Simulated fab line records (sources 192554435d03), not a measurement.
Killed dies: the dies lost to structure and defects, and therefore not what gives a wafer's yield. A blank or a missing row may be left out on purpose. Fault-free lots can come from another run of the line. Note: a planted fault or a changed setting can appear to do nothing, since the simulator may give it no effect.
fab line records    flow n5Finfet
record lots=4  wafers=12  lastDay=19
route steps=1938 shown SDB@352 BEOL_M4@1111 PASSIVATION@1936
lots untouched by any fault: they come from a run of this same line in which no faults occurred
startH: the number of hours between the record's first day and the start of the first shown wafer of the lot    waitH: hours elapsed since this lot's preceding step    " unchanged from the row above    L1.1+2: a row that stands for several wafers    - no value present, or no start provided    * or withheld: withheld    < > ~ a bound
route shown NAME@n: a module of which the file shows steps, and the number in the route of the first    usual: mean/standard deviation taken from wafers without a fault    same: alike in all rows    chamber/n: place in a boat    sites: per-site readings    _std_site: standard deviation of those values    _edge_site: the outer-site mean with the inner-site mean subtracted    radiusMm: for every site, how far away it sits from the centre of the wafer    mask NAME#n: copy n    behind: tool/chamber where the wafer was last shaped    hold: what put the lot on hold/how long, in hours/how the hold closed    device: whichever transistor did not switch (one of n, p or np)    end of line: the route-end tests of the same wafers    a step given without rows: its recipe and nothing more    killed: the dies lost at the first sort to structure and to defects; this is not the yield of the wafer    map: a wafer's dies, x killed, . not, _ none there
set.NAME: the run value of the setting; set.NAME@STEP: its run value at that earlier step    model.NAME: the simulator's own value behind a step, which no gauge read
lots seen at some steps along the route; tables by step, rows by wafer
services: a tool's chamber out of use, with start hour (startH, from the record's first day; less than 0 if before it), hours out, and reason
## steps
# step N5_SDB_SOFTBAKE_06
# recipe tempC=110  timeS=60  resist=CAR-ArF
# step N5_SDB_EXPOSE_08
# recipe maskId=SDB  na=1.35  sourceShape=conventional  sigmaOuter=0.5  polarization=unpolarized  doseMj=49.6
# step N5_SDB_PEB_09
# recipe pebTempC=withheld  pebTimeS=60  resist=CAR-ArF
# step N5_SDB_DEVELOP_10
# recipe developTimeS=30  developer=TMAH  resist=CAR-ArF  rinseLiquid=diw  dry=airSpin  devTempC=23
# step N5_SDB_DESCUM_16
# recipe chemistry=O2  timeS=7.9  sourcePowerW=50  biasPowerW=20  pressureMtorr=20  rfFrequencyHz=2.712e+07  tempC=40  resist=CAR-ArF  o2FlowSccm=225
# step N5_SDB_ETCH_17
# recipe chemistry=CF4  target=SiARC  targetDepthA=234  maskMaterial=CAR-ArF  timeS=39  ionEnergyEv=80  pressureMtorr=40  sourceW=545  biasW=36  Ar_flow_sccm=100  cf4FlowSccm=100  ends=cleared
# step N5_SDB_ETCH_18
# recipe chemistry=N2/H2  target=SOC  targetDepthA=1000  overetchA=200  maskMaterial=SiARC  tempC=40  timeS=150  ionEnergyEv=200  pressureMtorr=30  sourceW=840  biasW=150  n2FlowSccm=200  h2FlowSccm=200
# step N5_SDB_STRIP_19
# recipe chemistry=N2/H2  tempC=40  n2FlowSccm=200  h2FlowSccm=200  rfFrequencyHz=6e+07
# step N5_SDB_STRIP_21
# recipe chemistry=CF4  resist=SiARC  powerW=300  biasPowerW=75  pressureMtorr=50  cf4FlowSccm=150  rfFrequencyHz=6e+07
# step N5_SDB_HM_OPEN_20
# recipe chemistry=CH3F/O2  target=SiNx  maskMaterial=SOC  targetDepthA=240  stopOn=poly-Si  overEtchFrac=0.4  ionEnergyEv=120  pressureMtorr=30  sourceW=395  biasW=73  Ar_flow_sccm=150  CH3F_flow_sccm=30  O2_flow_sccm=20
# usual CH3F_flow_sccm=29.99/0.1  O2_flow_sccm=20.00/0.062  biasW=73.01/0.26  drypumpMotorCurrentA=5.8/0.43  mfcArSccm=150.0/0.44  oesProductAu=0.65/0.05  rfVppV=298/4.2  showerheadPlenumPTorr=2.03/0.055  throttleValvePct=16.35/0.22
lot.wafer  tool        chamber  startH  waitH  CH3F_flow_sccm  O2_flow_sccm  biasW  drypumpMotorCurrentA  mfcArSccm  oesProductAu  rfHoursCounterH  rfVppV  showerheadPlenumPTorr  throttleValvePct  model.SOC_of_SDB_COAT_03.thkNm
L566.2     rieDiel-06  3        115.93  0.0    -               -             -      -                     -          -             -                -       -                      -                 100
L566.5     "           3        "       "      -               -             -      -                     -          -             -                -       -                      -                 99.8
L566.6     "           0        "       "      -               -             -      -                     -          -             -                -       -                      -                 99.8
L567.2     rieDiel-04  1        120.94  0.0    -               -             -      -                     -          -             -                -       -                      -                 99.8
L567.3     "           3        "       "      -               -             -      -                     -          -             -                -       -                      -                 99.8
L567.5     "           2        "       "      -               -             -      -                     -          -             -                -       -                      -                 99.8
L577.2     rieDiel-04  0        190.52  0.0    29.93           19.98         73.15  6.4                   149.5      0.77          13               296     2.13                   16.18             83.6
L577.4     "           3        "       "      29.97           20.09         73.42  6.5                   149.7      0.62          186              303     2.07                   16.18             83.8
L577.6     "           3        "       "      30.09           20.07         73.28  6.5                   149.6      0.62          -                305     2.07                   16.19             83.8
L579.3     rieDiel-06  2        233.40  0.0    29.97           20.07         72.78  5.1                   150.0      0.59          183              301     2.08                   16.24             84.2
L579.5     "           3        "       "      30.08           19.97         73.12  5.9                   149.0      0.63          -                295     2.00                   16.31             84
L579.6     "           0        "       "      29.97           20.03         73.50  5.9                   149.4      0.60          -                292     1.98                   16.55             84.2
# step N5_SDB_STRIP_22
# recipe chemistry=N2/H2  powerW=1000  tempC=250  h2Frac=0.65  overashFraction=0.3  pressureMtorr=withheld  n2FlowSccm=1750  h2FlowSccm=3250
# usual drypumpMotorCurrentA=5.94/0.19  heaterPowerW=342/35  oesProductAu=0.714/0.0047  stripTimeToEndpointS=96.1/0.35
lot.wafer  tool            chamber  startH  waitH  drypumpMotorCurrentA  heaterPowerW  oesProductAu  rfHoursCounterH  stripTimeToEndpointS
L566.2     plasmaAsher-01  0        116.01  0.1    5.87                  313           0.734         96               112.0
L566.5     "               1        "       "      6.28                  329           0.728         -                111.8
L566.6     "               0        "       "      5.84                  311           0.736         -                111.8
L567.2     plasmaAsher-01  0        121.02  0.1    5.87                  311           0.735         97               111.7
L567.3     "               1        "       "      6.25                  325           0.723         -                111.7
L567.5     "               0        "       "      5.80                  313           0.719         -                111.7
L577.2     plasmaAsher-02  1        190.60  0.1    5.74                  391           0.711         53               95.8
L577.4     "               1        "       "      5.73                  414           0.714         -                96.0
L577.6     "               1        "       "      5.76                  406           0.708         -                96.1
L579.3     plasmaAsher-01  0        233.52  0.1    5.81                  313           0.719         -                96.4
L579.5     "               1        "       "      6.27                  318           0.712         -                96.1
L579.6     "               0        "       "      5.80                  314           0.715         -                96.5
# step N5_SDB_PRECLEAN_23
# recipe chemistry=dHF  timeS=30  tempC=25  dilution=withheld
# step N5_BEOL_M4_RC_MEAS_101
# usual DIBL_N=36.5/1.2  DIBL_P=36.5/1.6  IOFF_N=0.162/0.023  IOFF_P=0.221/0.03  ION_N=678/8  ION_P=466/6.3  SS_N=71.6/0.46  SS_P=73.3/0.57  VT_N=249.2/2.6  VT_P=-249/3.3
lot.wafer  tool       chamber  startH  waitH  DIBL_N[mV/V]  DIBL_P[mV/V]  IOFF_N[nA/um]  IOFF_P[nA/um]  ION_N[uA/um]  ION_P[uA/um]  SS_N[mV/dec]  SS_P[mV/dec]  VT_N[mV]  VT_P[mV]
L577.2     prober-02  0        324.31  0.2    37.0          36.9          0.177          0.254          684           472           71.3          73.1          247.8     -245
L577.4     "          0        "       "      37.1          37.4          0.184          0.257          686           476           71.3          72.9          246.6     -245
L577.6     "          0        "       "      39.0          39.8          0.244          0.318          707           482           71.8          74.6          244.1     -244
L579.3     prober-02  0        361.84  0.3    35.3          34.2          0.128          0.175          664           456           70.1          72.8          250.6     -257
L579.5     "          0        "       "      36.8          36.3          0.149          0.200          668           463           71.1          72.9          251.3     -252
L579.6     "          0        "       "      36.7          36.7          0.161          0.210          683           465           71.8          73.6          251.0     -253
# step N5_PASSIVATION_PROBE_49
# usual defectLimitedYield=91.2/1.3  killed_at_M0_to_M3=34/9.2  killed_at_M4_up=14/5  killedAtContacts=13/6.7  killedAtFrontEnd=39/12  killedAtOther=4/3.3  killedDies=104/15  killedOnRim=14/3.7  killedOpen=68/12  killedShort=34/7.5  sort_bin_5_function=5.2/0.87  sort_bin_6_memory=3.3/0.63  sortNPass=1076/15  sortYieldPct=91.2/1.3
# same grossDies=1180  killedAtBackSide=0  sort_bin_4_leakage[%]=0  sort_bin_8_speed[%]=0
lot.wafer  tool       chamber  startH  waitH  defectLimitedYield[%]  killed_at_M0_to_M3  killed_at_M4_up  killedAtContacts  killedAtFrontEnd  killedAtOther  killedDies  killedOnRim  killedOpen  killedShort  sort_bin_5_function[%]  sort_bin_6_memory[%]  sortNPass  sortYieldPct[%]
L566.2     prober-01  -        360.95  0.1    0                      27                  20               6                 1119              8              1180        152          61          28           97.0                    2.8                   0          0
L566.5     prober-01  -        361.10  0.2    0                      29                  13               20                1111              7              1180        152          67          38           96.5                    3.1                   0          0
L566.6     prober-01  -        361.15  0.3    0                      28                  17               9                 1106              20             1180        152          72          37           96.4                    3.0                   0          0
L567.2     prober-02  -        369.60  0.1    0                      21                  17               23                1114              5              1180        152          63          32           96.7                    3.3                   0          0
L567.3     prober-02  -        369.65  0.1    0                      35                  19               12                1110              4              1180        152          64          29           97.4                    2.2                   0          0
L567.5     prober-02  -        369.75  0.2    0                      38                  16               11                1112              3              1180        152          69          39           96.4                    3.2                   0          0
# killed by level:class
L566.2 SDB:areaOpen=1091 BEOL_M2:geometricParticle:open=8 BEOL_M3:geometricParticle:open=7 DUMMY_GATE:geometricParticle:open=6 MOL_CONTACT_COAG:geometricParticle:open=5 STI_FIN_REVEAL:geometricParticle:open=5 BEOL_M7:geometricParticle:open=5 FIN_SAQP:geometricParticle:short=4
L566.5 SDB:areaOpen=1075 MOL_CONTACT_COAG:geometricParticle:open=18 BEOL_M2:geometricParticle:open=8 DUMMY_GATE:geometricParticle:open=7 FIN_SAQP:geometricParticle:short=6 BEOL_M0_SAQP:geometricParticle:short=6 STI_FIN_REVEAL:geometricParticle:open=5 BEOL_M1:geometricParticle:open=4
L566.6 SDB:areaOpen=1071 BEOL_M4:geometricParticle:open=9 DUMMY_GATE:geometricParticle:open=8 FIN_SAQP:geometricParticle:short=7 MOL_CONTACT_COAG:geometricParticle:open=7 FIN_SAQP:geometricParticle:open=6 BEOL_M1:geometricParticle:open=6 MIM_BOT:geometricParticle:open=6
L567.2 SDB:areaOpen=1085 MOL_CONTACT_COAG:geometricParticle:open=20 FIN_SAQP:geometricParticle:open=6 BEOL_M4:geometricParticle:open=5 BEOL_M1:geometricParticle:short=4 DUMMY_GATE:geometricParticle:open=4 GATE_CUT:geometricParticle:short=4 BEOL_M1:geometricParticle:open=4
L567.3 SDB:areaOpen=1086 BEOL_M4:geometricParticle:open=11 MOL_CONTACT_COAG:geometricParticle:open=10 FIN_SAQP:geometricParticle:short=7 BEOL_M0_SAQP:geometricParticle:open=7 BEOL_M2:geometricParticle:open=7 BEOL_M3:geometricParticle:open=7 BEOL_M0_SAQP:geometricParticle:short=6
L567.5 SDB:areaOpen=1072 FIN_SAQP:geometricParticle:open=19 BEOL_M0_SAQP:geometricParticle:short=10 FIN_SAQP:geometricParticle:short=9 MOL_CONTACT_COAG:geometricParticle:open=9 BEOL_M3:geometricParticle:open=9 BEOL_M0_SAQP:geometricParticle:open=5 BEOL_M1:geometricParticle:open=5
# map L566.2 (x killed, . not)
_________________xxxxxxxxxxxx________________
______________xxxxxxxxxxxxxxxxxx_____________
___________xxxxxxxxxxxxxxxxxxxxxxxx__________
__________xxxxxxxxxxxxxxxxxxxxxxxxxx_________
________xxxxxxxxxxxxxxxxxxxxxxxxxxxxxx_______
_______xxxxxxxxxxxxxxxxxxxxxxxxxxxxxxxx______
______xxxxxxxxxxxxxxxxxxxxxxxxxxxxxxxxxx_____
_____xxxxxxxxxxxxxxxxxxxxxxxxxxxxxxxxxxxx____
____xxxxxxxxxxxxxxxxxxxxxxxxxxxxxxxxxxxxxx___
___xxxxxxxxxxxxxxxxxxxxxxxxxxxxxxxxxxxxxxxx__
___xxxxxxxxxxxxxxxxxxxxxxxxxxxxxxxxxxxxxxxx__
__xxxxxxxxxxxxxxxxxxxxxxxxxxxxxxxxxxxxxxxxxx_
__xxxxxxxxxxxxxxxxxxxxxxxxxxxxxxxxxxxxxxxxxx_
_xxxxxxxxxxxxxxxxxxxxxxxxxxxxxxxxxxxxxxxxxxxx
_xxxxxxxxxxxxxxxxxxxxxxxxxxxxxxxxxxxxxxxxxxxx
_xxxxxxxxxxxxxxxxxxxxxxxxxxxxxxxxxxxxxxxxxxxx
_xxxxxxxxxxxxxxxxxxxxxxxxxxxxxxxxxxxxxxxxxxxx
_xxxxxxxxxxxxxxxxxxxxxxxxxxxxxxxxxxxxxxxxxxxx
_xxxxxxxxxxxxxxxxxxxxxxxxxxxxxxxxxxxxxxxxxxxx
_xxxxxxxxxxxxxxxxxxxxxxxxxxxxxxxxxxxxxxxxxxxx
_xxxxxxxxxxxxxxxxxxxxxxxxxxxxxxxxxxxxxxxxxxxx
__xxxxxxxxxxxxxxxxxxxxxxxxxxxxxxxxxxxxxxxxxx_
__xxxxxxxxxxxxxxxxxxxxxxxxxxxxxxxxxxxxxxxxxx_
___xxxxxxxxxxxxxxxxxxxxxxxxxxxxxxxxxxxxxxxx__
___xxxxxxxxxxxxxxxxxxxxxxxxxxxxxxxxxxxxxxxx__
____xxxxxxxxxxxxxxxxxxxxxxxxxxxxxxxxxxxxxx___
_____xxxxxxxxxxxxxxxxxxxxxxxxxxxxxxxxxxxx____
______xxxxxxxxxxxxxxxxxxxxxxxxxxxxxxxxxx_____
_______xxxxxxxxxxxxxxxxxxxxxxxxxxxxxxxx______
________xxxxxxxxxxxxxxxxxxxxxxxxxxxxxx_______
__________xxxxxxxxxxxxxxxxxxxxxxxxxx_________
___________xxxxxxxxxxxxxxxxxxxxxxxx__________
______________xxxxxxxxxxxxxxxxxx_____________
_________________xxxxxxxxxxxx________________
# map L567.2 (x killed, . not)
_________________xxxxxxxxxxxx________________
______________xxxxxxxxxxxxxxxxxx_____________
___________xxxxxxxxxxxxxxxxxxxxxxxx__________
__________xxxxxxxxxxxxxxxxxxxxxxxxxx_________
________xxxxxxxxxxxxxxxxxxxxxxxxxxxxxx_______
_______xxxxxxxxxxxxxxxxxxxxxxxxxxxxxxxx______
______xxxxxxxxxxxxxxxxxxxxxxxxxxxxxxxxxx_____
_____xxxxxxxxxxxxxxxxxxxxxxxxxxxxxxxxxxxx____
____xxxxxxxxxxxxxxxxxxxxxxxxxxxxxxxxxxxxxx___
___xxxxxxxxxxxxxxxxxxxxxxxxxxxxxxxxxxxxxxxx__
___xxxxxxxxxxxxxxxxxxxxxxxxxxxxxxxxxxxxxxxx__
__xxxxxxxxxxxxxxxxxxxxxxxxxxxxxxxxxxxxxxxxxx_
__xxxxxxxxxxxxxxxxxxxxxxxxxxxxxxxxxxxxxxxxxx_
_xxxxxxxxxxxxxxxxxxxxxxxxxxxxxxxxxxxxxxxxxxxx
_xxxxxxxxxxxxxxxxxxxxxxxxxxxxxxxxxxxxxxxxxxxx
_xxxxxxxxxxxxxxxxxxxxxxxxxxxxxxxxxxxxxxxxxxxx
_xxxxxxxxxxxxxxxxxxxxxxxxxxxxxxxxxxxxxxxxxxxx
_xxxxxxxxxxxxxxxxxxxxxxxxxxxxxxxxxxxxxxxxxxxx
_xxxxxxxxxxxxxxxxxxxxxxxxxxxxxxxxxxxxxxxxxxxx
_xxxxxxxxxxxxxxxxxxxxxxxxxxxxxxxxxxxxxxxxxxxx
_xxxxxxxxxxxxxxxxxxxxxxxxxxxxxxxxxxxxxxxxxxxx
__xxxxxxxxxxxxxxxxxxxxxxxxxxxxxxxxxxxxxxxxxx_
__xxxxxxxxxxxxxxxxxxxxxxxxxxxxxxxxxxxxxxxxxx_
___xxxxxxxxxxxxxxxxxxxxxxxxxxxxxxxxxxxxxxxx__
___xxxxxxxxxxxxxxxxxxxxxxxxxxxxxxxxxxxxxxxx__
____xxxxxxxxxxxxxxxxxxxxxxxxxxxxxxxxxxxxxx___
_____xxxxxxxxxxxxxxxxxxxxxxxxxxxxxxxxxxxx____
______xxxxxxxxxxxxxxxxxxxxxxxxxxxxxxxxxx_____
_______xxxxxxxxxxxxxxxxxxxxxxxxxxxxxxxx______
________xxxxxxxxxxxxxxxxxxxxxxxxxxxxxx_______
__________xxxxxxxxxxxxxxxxxxxxxxxxxx_________
___________xxxxxxxxxxxxxxxxxxxxxxxx__________
______________xxxxxxxxxxxxxxxxxx_____________
_________________xxxxxxxxxxxx________________
## services
tool            chamber  startH  hours  kind
rieDiel-04      1        106.06  2.9    repair
rieDiel-04      0        124.52  -      clean
rieDiel-04      0        124.52  -      consumableReplace:focusRing
rieDiel-04      0        124.52  -      consumableReplace:showerhead
rieDiel-04      0        124.52  14.9   scheduledDown
rieDiel-04      0        124.52  14.9   ventCycle
plasmaAsher-02  -        143.29  3.5    pm
rieDiel-06      -        152.62  0.9    repair
plasmaAsher-01  -        153.10  2.1    repair
rieDiel-06      1        214.42  9.5    repair
plasmaAsher-01  -        216.33  2.8    pm
## key
firstSign step=N5_SDB_HM_OPEN_20  reading=toolRecord  direction=missing
effect step=N5_SDB_STRIP_22  reading=stripTimeToEndpointS  direction=up  sigmas=45  usual=*  struck=*
effect step=N5_PASSIVATION_PROBE_49  reading=sort_bin_5_function  direction=up  sigmas=99+  usual=5.2  struck=96.7
modelEffect step=N5_SDB_HM_OPEN_20  value=SOC_of_SDB_COAT_03.thkNm  without=83.87  struck=99.83
moreKillsBornAt N5_SDB_HM_OPEN_20@rieDiel-04=3243  N5_SDB_HM_OPEN_20@rieDiel-06=3237
metAt N5_SDB_HM_OPEN_20
struckWafers L566.2,L566.5,L566.6,L567.2,L567.3,L567.5
laterRowsLeftOut L566.2,L566.5,L566.6,L567.2,L567.3,L567.5
fault kind=skippedStepWhole  tool=rieDiel-04,rieDiel-06  chamber=-  onsetH=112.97  steps=N5_SDB_HM_OPEN_20  scope=struckLotsOnly
# laterRowsLeftOut: the simulator's readings of these wafers behind a module that went badly wrong aren't trusted and aren't shown, but for the sort
